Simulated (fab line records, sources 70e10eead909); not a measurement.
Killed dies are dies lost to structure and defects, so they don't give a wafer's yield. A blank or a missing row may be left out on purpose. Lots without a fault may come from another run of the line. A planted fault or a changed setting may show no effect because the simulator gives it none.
A struck lot beside a sound one | flow nand_harc | 42 steps out of a route of 1302
Sound: wafers L133.2, L133.3, L133.6. Struck: wafer L150.2. (L150.5 of the same lot was not struck and is left out.) The cause comes at the end.
At each step with rows: each side's tool, then ch and its chambers, then its first start. Under that, the readings that differ: sound wafers | struck wafers | difference of the means | sigmas: that difference in standard deviations of wafers without a fault.
alike: readings whose means differ by less than 2 such deviations, and words and numbers that are the same on both sides. not compared: withheld readings, readings that some wafer has no value for, bounds like >300 that may hide the same value, and numbers for which the record gives no deviation and whose values overlap.
The two part at a step that has a row with sigmas, a row that says differs or no value, or rows on one side only. Numbers that don't overlap but have no deviation are shown without sigmas and don't part them. A reading that every wafer of one side lacks parts them only if that side has two wafers or more.

NHARC_A_ONON_D2_INSPECT_32:
  sound on defect_inspect-02, day 13 22:56; struck on defect_inspect-02, day 21 00:43
  alike: raw_defect_count
then, 10 steps without rows for these wafers: NHARC_A_CHANNEL_HOLE_D2_DEP_00 (deposits aC, target thk 3100 nm); NHARC_A_CHANNEL_HOLE_D2_DEP_01 (deposits SiON, target thk 140 nm); NHARC_A_CHANNEL_HOLE_D2_DEHYDRATE_02 (time 120 s); NHARC_A_CHANNEL_HOLE_D2_HMDS_03 (time 30 s); NHARC_A_CHANNEL_HOLE_D2_COAT_36 (time 75 s); NHARC_A_CHANNEL_HOLE_D2_COAT_37 (time 65 s); NHARC_A_CHANNEL_HOLE_D2_COAT_04 (resist thk 90 nm); NHARC_A_CHANNEL_HOLE_D2_SOFTBAKE_05 (time 55 s); NHARC_A_CHANNEL_HOLE_D2_EBR_06; NHARC_A_CHANNEL_HOLE_D2_EXPOSE_07 (exposes mask HOLE D2, target cd 100 nm).
NHARC_A_CHANNEL_HOLE_D2_PEB_08: peb time 65 s.
  sound on litho_track-01 ch 0, day 14 04:55; struck on litho_track-06 ch 0, day 21 06:23
then, 1 step without rows for these wafers: NHARC_A_CHANNEL_HOLE_D2_DEVELOP_09 (develop time 35 s).
NHARC_A_CHANNEL_HOLE_D2_CD_MEAS_10: target cd 100 nm.
  sound on cd_sem-02 ch 0, day 14 05:00; struck on cd_sem-02 ch 0, day 21 06:28
  reading    | sound            | struck | difference | sigmas
  cd_nm (nm) | 99.0 100.6 100.0 | 115.7  | +15.8      | +21
NHARC_A_CHANNEL_HOLE_D2_OVL_MEAS_11:
  sound on overlay-02, day 14 05:05; struck on overlay-02, day 21 06:34
  reading           | sound       | struck | difference | sigmas
  overlay_x_nm (nm) | 1.6 1.3 0.8 | -0.8   | -2.0       | -3
  alike: overlay_y_nm
NHARC_A_CHANNEL_HOLE_D2_INSPECT_12:
  sound on defect_inspect-01, day 14 05:07; struck on defect_inspect-02, day 21 06:35
  alike: raw_defect_count
NHARC_A_CHANNEL_HOLE_D2_DESCUM_15: chemistry O2, time 3 s.
  sound on rie_diel-07 ch 1,2, day 14 05:11; struck on rie_diel-10 ch 1, day 21 06:41
  reading                            | sound             | struck | difference | sigmas
  drypump_motor_current_A (A)        | 5.6 6.0 5.6       | 6.5    | +0.8       | +2
  model.A_CHANNEL_HOLE_D2.cd_nm (nm) | 99.67 100.7 99.92 | 116.3  | +16.2      |
  alike: oes_product_au, rf_vpp_V, showerhead_plenum_p_Torr, throttle_valve_pct
  not compared: rf_hours_counter_h
NHARC_A_CHANNEL_HOLE_D2_ETCH_38: etches the open film in CF4, target depth 39 nm, time 65 s.
  sound on rie_diel-07 ch 2,3, day 14 05:16; struck on rie_diel-10 ch 1, day 21 06:44
  reading                         | sound          | struck | difference | sigmas
  drypump_motor_current_A (A)     | 5.4 5.6 5.6    | 6.5    | +1.0       | +3
  showerhead_plenum_p_Torr (Torr) | 1.79 1.76 1.76 | 1.65   | -0.12      | -2
  alike: oes_product_au, rf_vpp_V, throttle_valve_pct
  not compared: rf_hours_counter_h
NHARC_A_CHANNEL_HOLE_D2_ETCH_39: etches the open film in N2/H2, target depth 260 nm, time 325 s.
  sound on rie_diel-07 ch 0,1,3; struck on rie_diel-10 ch 3
  reading                         | sound             | struck | difference | sigmas
  oes_product_au (a.u.)           | 1.010 1.016 1.032 | 0.989  | -0.030     | -2
  showerhead_plenum_p_Torr (Torr) | 2.03 2.06 2.09    | 1.89   | -0.17      | -2
  alike: drypump_motor_current_A, h2_flow_sccm, n2_flow_sccm, rf_vpp_V, throttle_valve_pct
  not compared: rf_hours_counter_h
then, 1 step without rows for these wafers: NHARC_A_CHANNEL_HOLE_D2_ETCH_34 (etches the open film in CF4/CHF3, target depth 154 nm, time 77 s).
NHARC_A_CHANNEL_HOLE_D2_ETCH_16: etches the open film in O2/COS, target depth 3100 nm, time 806 s.
  sound on rie_diel-07 ch 0,3; struck on rie_diel-10 ch 0
  alike: drypump_motor_current_A, oes_product_au, rf_vpp_V, showerhead_plenum_p_Torr, throttle_valve_pct
  not compared: rf_hours_counter_h
NHARC_A_CHANNEL_HOLE_D2_CD_MEAS_18:
  sound on cd_sem-02, day 14 06:17; struck on cd_sem-02, day 21 07:46
  reading    | sound             | struck | difference | sigmas
  cd_nm (nm) | 102.2 104.2 102.2 | 116.2  | +13.3      | +5
NHARC_A_CHANNEL_HOLE_D2_ETCH_19: etches the open film in C4F8/O2/Ar, time 34.5 s.
  sound on har_etch-01 ch 0,1, day 14 06:22; struck on har_etch-02 ch 0, day 21 07:50
  reading                         | sound          | struck | difference | sigmas
  showerhead_plenum_p_Torr (Torr) | 3.65 3.65 3.57 | 3.95   | +0.33      | +2
  alike: drypump_motor_current_A, throttle_valve_pct
  not compared: rf_hours_counter_h
then, 6 steps without rows for these wafers: NHARC_A_CHANNEL_HOLE_D2_ETCH_20 (etches the open film in C4F8/O2/Ar, time 361.9 s, target depth 1600 nm); NHARC_A_CHANNEL_HOLE_D2_ETCH_21 (etches the open film in C4F8/O2/Ar, time 514.3 s, target depth 1600 nm); NHARC_A_CHANNEL_HOLE_D2_ETCH_22 (etches the open film in C4F8/O2/Ar, time 666.7 s, target depth 1600 nm); NHARC_A_CHANNEL_HOLE_D2_ETCH_23 (etches the open film in C4F8/O2/Ar, time 819 s, target depth 1600 nm); NHARC_A_CHANNEL_HOLE_D2_ETCH_24 (etches the open film in C4F8/O2/Ar, time 906.2 s, target depth 1500 nm); NHARC_A_CHANNEL_HOLE_D2_ETCH_25 (etches the open film in C4F8/O2/Ar, time 1040.2 s, target depth 1500 nm).
NHARC_A_CHANNEL_HOLE_D2_ETCH_26: etches the open film in C4F8/O2/Ar, time 224.1 s, target depth 300 nm.
  sound on har_etch-01 ch 0,1, day 14 10:08; struck on har_etch-02 ch 0, day 21 11:37
  reading                         | sound          | struck | difference | sigmas
  showerhead_plenum_p_Torr (Torr) | 3.65 3.65 3.57 | 3.95   | +0.33      | +2
  alike: drypump_motor_current_A, throttle_valve_pct
  not compared: rf_hours_counter_h
then, 4 steps without rows for these wafers: NHARC_A_CHANNEL_HOLE_D2_ETCH_27 (etches the open film in C4F8/O2/Ar, time 90 s, target depth 400 nm); NHARC_A_CHANNEL_HOLE_D2_STRIP_41 (strips in N2/H2); NHARC_A_CHANNEL_HOLE_D2_STRIP_42 (strips in CF4/CHF3); NHARC_A_CHANNEL_HOLE_D2_STRIP_43 (strips in O2/COS).
NHARC_A_CHANNEL_HOLE_D2_ETCH_44: etches the open film in CF4/O2, target depth 140 nm, overetch 14 nm, time 77 s.
  sound on rie_diel-05 ch 0,1,3, day 14 11:05; struck on rie_diel-07 ch 2, day 21 12:35
  reading                            | sound             | struck | difference | sigmas
  oes_product_au (a.u.)              | 0.998 0.990 0.969 | 1.016  | +0.030     | +2
  model.A_CHANNEL_HOLE_D2.cd_nm (nm) | 87.61 89.71 86.65 | 104.8  | +16.8      |
  alike: drypump_motor_current_A, oes_ar_750_au, oes_o_777_au, rf_vpp_V, showerhead_plenum_p_Torr, throttle_valve_pct
  not compared: rf_hours_counter_h
then, 3 steps without rows for these wafers: NHARC_A_CHANNEL_HOLE_D2_STRIP_28 (strips in O2); NHARC_A_CHANNEL_HOLE_D2_PRECLEAN_29 (cleans in SC1); NHARC_A_CHANNEL_HOLE_D2_SRD_30.
NHARC_A_CHANNEL_HOLE_D2_CD_MEAS_31:
  sound on cd_sem-01, day 14 11:53; struck on cd_sem-01, day 21 13:22
  reading    | sound          | struck | difference | sigmas
  cd_nm (nm) | 87.7 89.9 86.9 | 104.8  | +16.6      | +10
NHARC_A_CHANNEL_HOLE_D2_XSEM_32:
  sound on xsem-02 ch 0, day 14 11:58; struck on xsem-01 ch 0, day 21 13:27
  reading            | sound             | struck | difference | sigmas
  bot_cd_nm (nm)     | 72.3 74.7 72.2    | 90.7   | +17.6      | +10
  tilt_deg (degrees) | 0.006 0.005 0.005 | 0.078  | +0.073     | +2
  alike: bow_nm
NHARC_A_CHANNEL_HOLE_D2_INSPECT_40:
  sound on defect_inspect-02, day 14 12:04; struck on defect_inspect-02, day 21 13:33
  alike: raw_defect_count
-- the record jumps here: 11 days lie between the struck wafers' starts before and after (it left off in module A_CHANNEL_HOLE_D2 and takes up again in module END, whose first step shown is number 1301 of the route) --
NHARC_END_WLT_00:
  sound on prober-01, day 26 06:14; struck on prober-01, day 32 15:53
  reading                           | sound             | struck | difference | sigmas
  VT_DECK2_BOTTOM                   | 0.870 0.865 0.863 | 0.897  | +0.031     | +4
  VT_DECK2_BOTTOM_INNER             | 0.859 0.868 0.852 | 0.909  | +0.049     | +6
  VT_DECK2_MEDIAN_NEAR_BOTTOM       | 0.873 0.876 0.869 | 0.901  | +0.028     | +4
  VT_DECK2_MEDIAN_NEAR_BOTTOM_INNER | 0.869 0.871 0.867 | 0.902  | +0.033     | +4
  VT_DECK2_MIDDLE                   | 0.878 0.892 0.875 | 0.909  | +0.027     | +4
  VT_DECK2_MIDDLE_INNER             | 0.882 0.884 0.884 | 0.919  | +0.036     | +6
  VT_DECK2_TOP                      | 0.896 0.899 0.888 | 0.919  | +0.025     | +4
  VT_DECK2_TOP_INNER                | 0.894 0.890 0.896 | 0.921  | +0.028     | +4
  alike: VT_DECK1_BOTTOM, VT_DECK1_BOTTOM_INNER, VT_DECK1_MEDIAN_NEAR_BOTTOM, VT_DECK1_MEDIAN_NEAR_BOTTOM_INNER, VT_DECK1_MIDDLE, VT_DECK1_MIDDLE_INNER, VT_DECK1_TOP, VT_DECK1_TOP_INNER

WHERE THEY PART
First at NHARC_A_CHANNEL_HOLE_D2_CD_MEAS_10; last, within this record, at NHARC_END_WLT_00.

WHY: what the simulator had put in
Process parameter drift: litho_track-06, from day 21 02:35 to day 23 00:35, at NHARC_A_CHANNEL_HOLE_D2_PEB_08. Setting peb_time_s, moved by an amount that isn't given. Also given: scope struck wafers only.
